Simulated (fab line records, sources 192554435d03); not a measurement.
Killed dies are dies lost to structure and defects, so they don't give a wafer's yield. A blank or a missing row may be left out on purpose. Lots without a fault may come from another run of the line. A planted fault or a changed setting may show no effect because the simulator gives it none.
One fault seen from 2 desks | flow n5_finfet | each desk has only its own numbers; what lay behind them comes last

THE TOOL OWNER'S DESK: litho_track-05
The tool's own readings at N5_BEOL_M2_COAT_68 (time 60 s, resist thk 12 nm): means of the sampled wafers that have a number, for each lot that ran on this tool. A lot is out of limits, marked OUT, if its mean lies more than 4 standard deviations from the usual mean; the brackets give that distance.
Columns: A = exhaust_pa at N5_BEOL_M2_COAT_68, usual 45.0 Pa; B = spin_speed_rpm at N5_BEOL_M2_COAT_68, usual 1500.1 rpm
lot  | first seen here | A    | B
L817 | day 8 00:45     | 44.8 | 1499.9
L820 | day 8 18:28     | 45.4 | 1500.8
L824 | day 9 23:25     | 44.5 | 1806.2 (+99 or more) OUT
L826 | day 10 08:44    | 44.3 | 1807.6 (+99 or more) OUT
This desk's finding: out of limits on L824, L826; first on L824, day 9 23:25 (spin_speed_rpm at N5_BEOL_M2_COAT_68). In limits: L817, L820.

THE METROLOGY DESK
What the gauges read, lot by lot, whatever tool the lot ran on: means of the sampled wafers that have a number. A lot is out of limits, marked OUT, if its mean lies more than 4 standard deviations from the usual mean; the brackets give that distance. Of its 11 readings 7 are shown: those that lie furthest out on some lot.
Columns: A = DIBL_N at N5_BEOL_M4_RC_MEAS_101, usual 36.3 mV/V; B = IOFF_N at N5_BEOL_M4_RC_MEAS_101, usual 0.16 nA/um; C = ION_N at N5_BEOL_M4_RC_MEAS_101, usual 672 uA/um; D = ION_P at N5_BEOL_M4_RC_MEAS_101, usual 459 uA/um; E = SS_N at N5_BEOL_M4_RC_MEAS_101, usual 71.6 mV/dec; F = SS_P at N5_BEOL_M4_RC_MEAS_101, usual 73.3 mV/dec; G = VT_N at N5_BEOL_M4_RC_MEAS_101, usual 250 mV
lot  | first seen here | A    | B    | C   | D   | E    | F    | G
L817 | day 7 22:11     | 35.9 | 0.16 | 676 | 462 | 71.3 | 73.2 | 249
L820 | day 8 17:07     | 38.7 | 0.19 | 675 | 456 | 72.6 | 73.4 | 250
L824 | day 9 19:46     | 36.9 | 0.19 | 671 | 461 | 72.3 | 73.9 | 249
L826 | day 10 07:18    | 34.9 | 0.15 | 661 | 455 | 71.2 | 72.9 | 251
L830 | day 11 06:10    | 36.7 | 0.17 | 673 | 455 | 71.3 | 73.2 | 250
L831 | day 11 13:35    | 35.0 | 0.16 | 683 | 458 | 71.4 | 72.9 | 248
L833 | day 11 17:34    | 35.0 | 0.14 | 671 | 459 | 71.1 | 72.8 | 253
L832 | day 11 18:35    | 38.4 | 0.21 | 690 | 468 | 72.3 | 74.3 | 245
This desk's finding: nothing out of limits on any of the 8 lots.

PUT TOGETHER
The tool owner's desk could have raised an alarm at day 9 23:25, on L824, L826.
The metrology desk saw nothing out of limits.
The metrology desk has L824, L826 on record, within its limits.
Of the lots named, all ran N5_BEOL_M2_COAT_68 on litho_track-05.

WHAT THE SIMULATOR HAD PUT IN
Process parameter drift: litho_track-05, from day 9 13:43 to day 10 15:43, at N5_BEOL_M2_COAT_68. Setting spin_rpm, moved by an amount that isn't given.
Lots struck among those shown: L824, L826.
Hours from the fault's start to each desk's first reading out of limits: the tool owner's desk, 10.
